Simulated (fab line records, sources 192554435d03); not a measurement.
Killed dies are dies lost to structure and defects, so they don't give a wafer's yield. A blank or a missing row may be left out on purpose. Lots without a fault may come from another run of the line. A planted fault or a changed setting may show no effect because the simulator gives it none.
A sampling plan put to the test | flow n5_finfet | one fab line, 56 faults that these records tell of, each judged on the records of the lots that it struck; 1 more is left out, because the records don't allow judging it
The plan is the line's own looks: the steps of the route at which a gauge or an inspection reads the wafer and doesn't change it. A look can be judged if struck wafers have a number there and the file gives its usual mean and standard deviation on fault-free wafers. Caught: at a look after the fault's first step, the mean of the struck wafers lies 4 or more of those standard deviations (sigma) from the usual mean. On the tool: the same test on the tool's own readings at the fault's steps. Another recipe on the struck wafers, or a record that is blank for them alone, also counts as caught.

THE FAULTS, as the simulator had put them in
1. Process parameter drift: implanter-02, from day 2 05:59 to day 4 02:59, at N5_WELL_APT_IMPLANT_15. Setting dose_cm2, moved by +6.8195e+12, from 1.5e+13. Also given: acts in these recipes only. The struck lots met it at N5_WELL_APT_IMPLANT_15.
2. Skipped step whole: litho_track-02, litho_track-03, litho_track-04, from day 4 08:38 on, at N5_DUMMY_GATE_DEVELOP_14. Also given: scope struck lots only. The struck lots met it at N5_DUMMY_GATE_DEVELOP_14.
3. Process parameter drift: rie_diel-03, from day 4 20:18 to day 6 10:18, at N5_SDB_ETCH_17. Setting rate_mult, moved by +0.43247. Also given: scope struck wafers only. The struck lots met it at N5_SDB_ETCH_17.
4. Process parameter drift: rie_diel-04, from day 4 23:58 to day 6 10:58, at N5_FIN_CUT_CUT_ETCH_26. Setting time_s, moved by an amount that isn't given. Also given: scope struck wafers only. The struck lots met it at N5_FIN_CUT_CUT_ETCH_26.
5. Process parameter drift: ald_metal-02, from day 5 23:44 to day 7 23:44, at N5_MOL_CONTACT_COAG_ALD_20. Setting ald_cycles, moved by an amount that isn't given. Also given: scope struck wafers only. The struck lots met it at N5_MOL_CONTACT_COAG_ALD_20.
6. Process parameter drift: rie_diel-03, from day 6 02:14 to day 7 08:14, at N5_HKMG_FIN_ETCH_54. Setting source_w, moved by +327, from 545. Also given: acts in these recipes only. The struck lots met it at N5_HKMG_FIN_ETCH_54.
7. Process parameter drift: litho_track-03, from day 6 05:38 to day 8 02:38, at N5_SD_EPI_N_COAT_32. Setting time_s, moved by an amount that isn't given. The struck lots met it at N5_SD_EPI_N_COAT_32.
8. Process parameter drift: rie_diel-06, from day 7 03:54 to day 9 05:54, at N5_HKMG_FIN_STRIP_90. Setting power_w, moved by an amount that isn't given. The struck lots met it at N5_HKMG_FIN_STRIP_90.
9. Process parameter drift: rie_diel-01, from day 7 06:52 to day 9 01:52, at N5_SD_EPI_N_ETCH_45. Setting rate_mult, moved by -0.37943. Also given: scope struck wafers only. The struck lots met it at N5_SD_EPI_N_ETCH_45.
10. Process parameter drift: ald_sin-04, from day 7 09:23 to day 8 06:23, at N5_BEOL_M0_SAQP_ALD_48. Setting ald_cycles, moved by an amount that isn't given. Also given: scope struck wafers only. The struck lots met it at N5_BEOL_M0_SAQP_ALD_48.
11. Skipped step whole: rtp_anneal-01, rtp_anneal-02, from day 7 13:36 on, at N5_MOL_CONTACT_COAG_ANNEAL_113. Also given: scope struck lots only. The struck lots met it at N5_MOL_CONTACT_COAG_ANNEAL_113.
12. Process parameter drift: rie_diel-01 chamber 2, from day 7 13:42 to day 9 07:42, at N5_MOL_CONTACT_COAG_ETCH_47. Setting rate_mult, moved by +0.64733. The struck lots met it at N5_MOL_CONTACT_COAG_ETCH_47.
13. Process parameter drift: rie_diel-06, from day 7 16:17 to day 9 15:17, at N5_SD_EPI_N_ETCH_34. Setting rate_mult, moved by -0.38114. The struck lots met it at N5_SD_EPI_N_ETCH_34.
14. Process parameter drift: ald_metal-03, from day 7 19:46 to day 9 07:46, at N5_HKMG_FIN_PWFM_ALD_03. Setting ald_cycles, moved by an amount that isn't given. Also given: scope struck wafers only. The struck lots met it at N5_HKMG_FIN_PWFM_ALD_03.
15. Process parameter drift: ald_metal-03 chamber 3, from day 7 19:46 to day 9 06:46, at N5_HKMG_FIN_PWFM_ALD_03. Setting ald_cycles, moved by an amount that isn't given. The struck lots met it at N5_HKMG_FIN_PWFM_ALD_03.
16. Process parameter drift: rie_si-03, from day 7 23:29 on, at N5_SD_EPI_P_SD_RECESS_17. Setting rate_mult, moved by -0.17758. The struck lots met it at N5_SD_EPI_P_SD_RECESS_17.
17. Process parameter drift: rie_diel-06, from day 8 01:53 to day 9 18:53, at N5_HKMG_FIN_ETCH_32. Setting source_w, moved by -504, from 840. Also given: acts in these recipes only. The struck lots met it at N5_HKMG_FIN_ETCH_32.
18. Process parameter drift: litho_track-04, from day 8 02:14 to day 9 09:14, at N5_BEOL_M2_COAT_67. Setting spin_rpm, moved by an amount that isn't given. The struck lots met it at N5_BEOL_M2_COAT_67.
19. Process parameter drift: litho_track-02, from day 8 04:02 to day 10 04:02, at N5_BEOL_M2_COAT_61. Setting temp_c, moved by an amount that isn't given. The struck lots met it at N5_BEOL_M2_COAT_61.
20. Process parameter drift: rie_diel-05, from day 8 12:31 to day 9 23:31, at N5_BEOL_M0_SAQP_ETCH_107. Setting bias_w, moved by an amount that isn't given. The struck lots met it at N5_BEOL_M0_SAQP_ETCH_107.
21. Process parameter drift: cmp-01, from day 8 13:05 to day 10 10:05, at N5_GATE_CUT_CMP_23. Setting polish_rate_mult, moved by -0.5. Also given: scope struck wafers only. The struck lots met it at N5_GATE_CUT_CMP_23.
22. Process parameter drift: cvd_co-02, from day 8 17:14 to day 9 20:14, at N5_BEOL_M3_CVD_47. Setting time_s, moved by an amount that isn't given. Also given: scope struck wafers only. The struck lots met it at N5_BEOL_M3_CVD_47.
23. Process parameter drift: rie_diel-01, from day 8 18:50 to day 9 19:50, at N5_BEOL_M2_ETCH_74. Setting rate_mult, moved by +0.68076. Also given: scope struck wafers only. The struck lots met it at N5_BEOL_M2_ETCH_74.
24. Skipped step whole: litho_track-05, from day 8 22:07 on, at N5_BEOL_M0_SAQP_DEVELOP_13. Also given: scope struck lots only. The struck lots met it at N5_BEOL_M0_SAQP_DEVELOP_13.
25. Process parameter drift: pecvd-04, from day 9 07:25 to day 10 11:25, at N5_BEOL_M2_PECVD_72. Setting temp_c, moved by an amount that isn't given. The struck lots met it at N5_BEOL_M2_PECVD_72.
26. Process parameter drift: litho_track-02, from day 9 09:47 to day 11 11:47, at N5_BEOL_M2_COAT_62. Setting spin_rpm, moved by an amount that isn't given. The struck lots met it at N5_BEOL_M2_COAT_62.
27. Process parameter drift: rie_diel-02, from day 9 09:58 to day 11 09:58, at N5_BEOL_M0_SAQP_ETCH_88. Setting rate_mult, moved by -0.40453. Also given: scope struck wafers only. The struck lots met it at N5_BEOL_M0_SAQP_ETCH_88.
28. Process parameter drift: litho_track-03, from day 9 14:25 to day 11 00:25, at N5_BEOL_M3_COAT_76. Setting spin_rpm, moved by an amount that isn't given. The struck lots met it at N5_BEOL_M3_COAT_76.
29. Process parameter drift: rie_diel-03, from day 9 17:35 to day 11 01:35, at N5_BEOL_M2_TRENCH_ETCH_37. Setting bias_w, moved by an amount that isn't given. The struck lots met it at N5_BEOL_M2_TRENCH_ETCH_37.
30. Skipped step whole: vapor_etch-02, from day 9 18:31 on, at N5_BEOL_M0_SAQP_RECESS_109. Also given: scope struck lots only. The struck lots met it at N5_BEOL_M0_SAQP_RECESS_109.
31. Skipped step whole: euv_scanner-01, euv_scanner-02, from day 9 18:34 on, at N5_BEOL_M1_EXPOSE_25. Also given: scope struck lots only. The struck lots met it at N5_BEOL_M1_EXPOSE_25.
32. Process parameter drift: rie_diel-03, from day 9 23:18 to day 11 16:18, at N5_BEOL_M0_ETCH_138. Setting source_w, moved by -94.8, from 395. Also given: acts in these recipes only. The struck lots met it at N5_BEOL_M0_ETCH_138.
33. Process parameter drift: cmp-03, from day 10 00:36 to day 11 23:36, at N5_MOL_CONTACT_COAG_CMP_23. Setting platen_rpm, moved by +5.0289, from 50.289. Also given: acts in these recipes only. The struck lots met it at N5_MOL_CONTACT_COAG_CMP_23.
34. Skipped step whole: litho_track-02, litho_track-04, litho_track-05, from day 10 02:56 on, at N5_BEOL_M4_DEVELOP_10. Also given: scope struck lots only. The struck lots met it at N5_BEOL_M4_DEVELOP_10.
35. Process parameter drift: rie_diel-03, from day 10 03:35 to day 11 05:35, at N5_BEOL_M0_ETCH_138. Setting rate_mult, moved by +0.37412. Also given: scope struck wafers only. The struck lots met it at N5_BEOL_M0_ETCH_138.
36. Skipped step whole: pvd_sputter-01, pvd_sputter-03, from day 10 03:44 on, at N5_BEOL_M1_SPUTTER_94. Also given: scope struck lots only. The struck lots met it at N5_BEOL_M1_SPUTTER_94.
37. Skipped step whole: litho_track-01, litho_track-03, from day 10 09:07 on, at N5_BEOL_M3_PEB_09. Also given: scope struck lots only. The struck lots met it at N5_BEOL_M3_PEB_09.
38. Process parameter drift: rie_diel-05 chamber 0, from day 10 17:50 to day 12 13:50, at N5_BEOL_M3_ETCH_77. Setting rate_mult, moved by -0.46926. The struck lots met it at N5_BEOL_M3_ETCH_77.
39. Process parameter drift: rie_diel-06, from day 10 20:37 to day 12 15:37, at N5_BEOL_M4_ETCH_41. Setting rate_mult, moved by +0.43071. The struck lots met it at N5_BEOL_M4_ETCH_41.
40. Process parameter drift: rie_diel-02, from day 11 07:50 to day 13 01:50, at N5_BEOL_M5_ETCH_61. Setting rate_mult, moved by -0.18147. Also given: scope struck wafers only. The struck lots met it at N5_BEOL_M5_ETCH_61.
41. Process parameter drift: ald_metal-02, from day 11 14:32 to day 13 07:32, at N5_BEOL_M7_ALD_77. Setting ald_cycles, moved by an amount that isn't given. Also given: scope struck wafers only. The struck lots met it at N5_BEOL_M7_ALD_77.
42. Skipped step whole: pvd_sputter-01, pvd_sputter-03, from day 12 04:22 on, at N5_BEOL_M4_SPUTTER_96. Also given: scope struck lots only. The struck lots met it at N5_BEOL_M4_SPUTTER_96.
43. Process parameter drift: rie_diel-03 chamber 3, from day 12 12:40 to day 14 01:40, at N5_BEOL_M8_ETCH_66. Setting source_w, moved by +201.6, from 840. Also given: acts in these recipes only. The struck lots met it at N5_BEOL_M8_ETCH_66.
44. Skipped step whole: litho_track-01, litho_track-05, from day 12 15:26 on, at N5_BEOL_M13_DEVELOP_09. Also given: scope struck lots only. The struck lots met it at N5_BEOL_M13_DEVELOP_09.
45. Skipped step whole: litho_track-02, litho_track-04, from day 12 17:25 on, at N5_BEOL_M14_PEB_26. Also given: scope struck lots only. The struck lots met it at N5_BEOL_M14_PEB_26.
46. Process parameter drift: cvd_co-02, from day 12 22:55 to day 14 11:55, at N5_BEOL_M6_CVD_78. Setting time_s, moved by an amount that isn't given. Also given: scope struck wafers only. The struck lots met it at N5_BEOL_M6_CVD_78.
47. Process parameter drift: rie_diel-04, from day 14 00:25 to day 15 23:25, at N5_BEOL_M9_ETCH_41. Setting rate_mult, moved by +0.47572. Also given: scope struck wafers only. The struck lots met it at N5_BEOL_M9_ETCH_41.
48. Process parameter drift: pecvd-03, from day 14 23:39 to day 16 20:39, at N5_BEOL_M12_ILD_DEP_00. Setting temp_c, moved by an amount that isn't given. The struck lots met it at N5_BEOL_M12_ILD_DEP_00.
49. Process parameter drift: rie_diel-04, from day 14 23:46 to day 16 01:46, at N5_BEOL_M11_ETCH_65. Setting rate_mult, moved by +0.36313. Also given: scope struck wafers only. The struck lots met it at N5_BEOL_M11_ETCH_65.
50. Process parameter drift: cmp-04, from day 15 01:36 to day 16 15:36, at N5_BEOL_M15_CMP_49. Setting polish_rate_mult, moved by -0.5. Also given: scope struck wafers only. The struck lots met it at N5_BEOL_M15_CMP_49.
51. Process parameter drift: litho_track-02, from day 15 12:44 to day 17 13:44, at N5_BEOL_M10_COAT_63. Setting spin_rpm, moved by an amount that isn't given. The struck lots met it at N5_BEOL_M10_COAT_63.
52. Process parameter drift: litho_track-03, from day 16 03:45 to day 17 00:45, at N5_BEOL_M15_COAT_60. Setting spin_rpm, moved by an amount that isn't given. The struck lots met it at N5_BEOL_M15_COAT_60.
53. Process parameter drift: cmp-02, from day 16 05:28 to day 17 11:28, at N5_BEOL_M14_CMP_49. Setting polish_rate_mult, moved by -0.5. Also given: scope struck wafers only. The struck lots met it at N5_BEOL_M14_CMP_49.
54. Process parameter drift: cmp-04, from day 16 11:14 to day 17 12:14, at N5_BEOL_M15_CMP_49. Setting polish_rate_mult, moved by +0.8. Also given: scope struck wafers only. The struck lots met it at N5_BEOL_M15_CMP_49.
55. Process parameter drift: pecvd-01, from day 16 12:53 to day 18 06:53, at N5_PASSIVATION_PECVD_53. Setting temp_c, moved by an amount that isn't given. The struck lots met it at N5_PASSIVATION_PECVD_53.
56. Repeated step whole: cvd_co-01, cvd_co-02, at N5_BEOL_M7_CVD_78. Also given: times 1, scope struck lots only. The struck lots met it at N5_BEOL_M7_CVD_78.

WHAT THE PLAN SAW
fault | on the tool itself                               | first look that catches it                      | reading, sigma | median hours from its first step to that look | hours from the fault's start to the first struck lot there | judged looks passed uncaught
1     | dose_ions_cm2 +99 or beyond sigma                | no look after it can be judged                  | -              | -                                             | -                                                          | 0
2     | the tool's record is blank for the struck wafers | no look after it can be judged                  | -              | -                                             | -                                                          | 0
3     | etch_rf_on_time_s -7.7 sigma                     | no look after it can be judged                  | -              | -                                             | -                                                          | 0
4     | run_length_s +5.4 sigma                          | no look after it can be judged                  | -              | -                                             | -                                                          | 0
5     | under 2 sigma                                    | no look after it can be judged                  | -              | -                                             | -                                                          | 0
6     | rf_fwd_power_W +99 or beyond sigma               | no look after it can be judged                  | -              | -                                             | -                                                          | 0
7     | run_length_s -99 or beyond sigma                 | no look after it can be judged                  | -              | -                                             | -                                                          | 0
8     | power_w -85 sigma                                | no look after it can be judged                  | -              | -                                             | -                                                          | 0
9     | only faintly: oes_product_au -3.1 sigma          | not the one look that can be judged after it    | -              | -                                             | -                                                          | 1
10    | under 2 sigma                                    | not the one look that can be judged after it    | -              | -                                             | -                                                          | 1
11    | the tool's record is blank for the struck wafers | no look after it can be judged                  | -              | -                                             | -                                                          | 0
12    | etch_rf_on_time_s -17 sigma                      | no look after it can be judged                  | -              | -                                             | -                                                          | 0
13    | etch_rf_on_time_s +17 sigma                      | no look after it can be judged                  | -              | -                                             | -                                                          | 0
14    | under 2 sigma                                    | not the one look that can be judged after it    | -              | -                                             | -                                                          | 1
15    | only faintly: heater_power_w -2.6 sigma          | not the one look that can be judged after it    | -              | -                                             | -                                                          | 1
16    | only faintly: oes_product_au -2.7 sigma          | no look after it can be judged                  | -              | -                                             | -                                                          | 0
17    | rf_fwd_power_W -99 or beyond sigma               | no look after it can be judged                  | -              | -                                             | -                                                          | 0
18    | spin_speed_rpm +86 sigma                         | none of the 3 looks that can be judged after it | -              | -                                             | -                                                          | 3
19    | plate_temp_C -99 or beyond sigma                 | none of the 3 looks that can be judged after it | -              | -                                             | -                                                          | 3
20    | bias_w -62 sigma                                 | not the one look that can be judged after it    | -              | -                                             | -                                                          | 1
21    | time_to_endpoint_s +7.0 sigma                    | no look after it can be judged                  | -              | -                                             | -                                                          | 0
22    | run_length_s +99 or beyond sigma                 | not the one look that can be judged after it    | -              | -                                             | -                                                          | 1
23    | etch_rf_on_time_s -11 sigma                      | not the one look that can be judged after it    | -              | -                                             | -                                                          | 1
24    | the tool's record is blank for the struck wafers | no look after it can be judged                  | -              | -                                             | -                                                          | 0
25    | susceptor_temp_C +16 sigma                       | not the one look that can be judged after it    | -              | -                                             | -                                                          | 1
26    | spin_speed_rpm +99 or beyond sigma               | not the one look that can be judged after it    | -              | -                                             | -                                                          | 1
27    | etch_rf_on_time_s +25 sigma                      | not the one look that can be judged after it    | -              | -                                             | -                                                          | 1
28    | spin_speed_rpm +42 sigma                         | not the one look that can be judged after it    | -              | -                                             | -                                                          | 1
29    | bias_w -48 sigma                                 | none of the 2 looks that can be judged after it | -              | -                                             | -                                                          | 2
30    | the tool's record is blank for the struck wafers | not the one look that can be judged after it    | -              | -                                             | -                                                          | 1
31    | no reading that can be judged                    | no look after it can be judged                  | -              | -                                             | -                                                          | 0
32    | rf_fwd_power_W -55 sigma                         | not the one look that can be judged after it    | -              | -                                             | -                                                          | 1
33    | platen_rpm +99 or beyond sigma                   | no look after it can be judged                  | -              | -                                             | -                                                          | 0
34    | the tool's record is blank for the struck wafers | no look after it can be judged                  | -              | -                                             | -                                                          | 0
35    | etch_rf_on_time_s -7.0 sigma                     | not the one look that can be judged after it    | -              | -                                             | -                                                          | 1
36    | the tool's record is blank for the struck wafers | not the one look that can be judged after it    | -              | -                                             | -                                                          | 1
37    | the tool's record is blank for the struck wafers | no look after it can be judged                  | -              | -                                             | -                                                          | 0
38    | etch_rf_on_time_s +30 sigma                      | not the one look that can be judged after it    | -              | -                                             | -                                                          | 1
39    | only faintly: oes_product_au +3.1 sigma          | not the one look that can be judged after it    | -              | -                                             | -                                                          | 1
40    | etch_rf_on_time_s +8.3 sigma                     | not the one look that can be judged after it    | -              | -                                             | -                                                          | 1
41    | under 2 sigma                                    | not the one look that can be judged after it    | -              | -                                             | -                                                          | 1
42    | the tool's record is blank for the struck wafers | not the one look that can be judged after it    | -              | -                                             | -                                                          | 1
43    | rf_fwd_power_W +63 sigma                         | no look after it can be judged                  | -              | -                                             | -                                                          | 0
44    | the tool's record is blank for the struck wafers | no look after it can be judged                  | -              | -                                             | -                                                          | 0
45    | the tool's record is blank for the struck wafers | no look after it can be judged                  | -              | -                                             | -                                                          | 0
46    | run_length_s +6.5 sigma                          | no look after it can be judged                  | -              | -                                             | -                                                          | 0
47    | only faintly: oes_product_au +2.9 sigma          | no look after it can be judged                  | -              | -                                             | -                                                          | 0
48    | susceptor_temp_C -45 sigma                       | no look after it can be judged                  | -              | -                                             | -                                                          | 0
49    | etch_rf_on_time_s -10 sigma                      | no look after it can be judged                  | -              | -                                             | -                                                          | 0
50    | overpolish_run_s -99 or beyond sigma             | N5_BEOL_M15_THK_MEAS_50                         | M15_THK +40    | 0.3                                           | 17                                                         | 0
51    | spin_speed_rpm -99 or beyond sigma               | no look after it can be judged                  | -              | -                                             | -                                                          | 0
52    | spin_speed_rpm +99 or beyond sigma               | not the one look that can be judged after it    | -              | -                                             | -                                                          | 1
53    | overpolish_run_s -99 or beyond sigma             | N5_BEOL_M14_THK_MEAS_50                         | M14_THK +22    | 0.2                                           | 4                                                          | 0
54    | barrier_field_endpoint_s -19 sigma               | no look after it can be judged                  | -              | -                                             | -                                                          | 0
55    | susceptor_temp_C +99 or beyond sigma             | no look after it can be judged                  | -              | -                                             | -                                                          | 0
56    | no reading that can be judged                    | no look after it can be judged                  | -              | -                                             | -                                                          | 0
A dash: the fault isn't caught, or these records don't give the number.

Caught at a look: 2 of 56. Caught on the tool: 45 of 56. By one or the other: 45 of 56.
Caught on the tool alone: faults 1, 2, 3, 4, 6, 7, 8, 11, 12, 13, 17, 18, 19, 20, 21, 22, 23, 24, 25, 26, 27, 28, 29, 30, 32, 33, 34, 35, 36, 37, 38, 40, 42, 43, 44, 45, 46, 48, 49, 51, 52, 54, 55.
Caught by neither: faults 5, 9, 10, 14, 15, 16, 31, 39, 41, 47, 56.

THINNER SAMPLING
If the look that catches a fault measured only every second or every third lot, by lot number, the first struck lot would be measured this late in the worst case:
fault | struck lots at that look, in order of time | every lot | every second lot | every third lot
50    | L489, L491                                 | 17 h      | may miss all 2   | may miss all 2
53    | L103, L102                                 | 4 h       | 8 h              | may miss all 2
Hours are from the fault's start to the first struck lot that is measured. The limit of 4 sigma was tested on all struck wafers together, so one lot alone may lie under it. Other struck lots may not be in these records.

THE LONGEST TIMED WAY FROM STEP TO LOOK
Fault 50: a median of 0.3 hours passes between N5_BEOL_M15_CMP_49 and N5_BEOL_M15_THK_MEAS_50. No look between them can be judged.
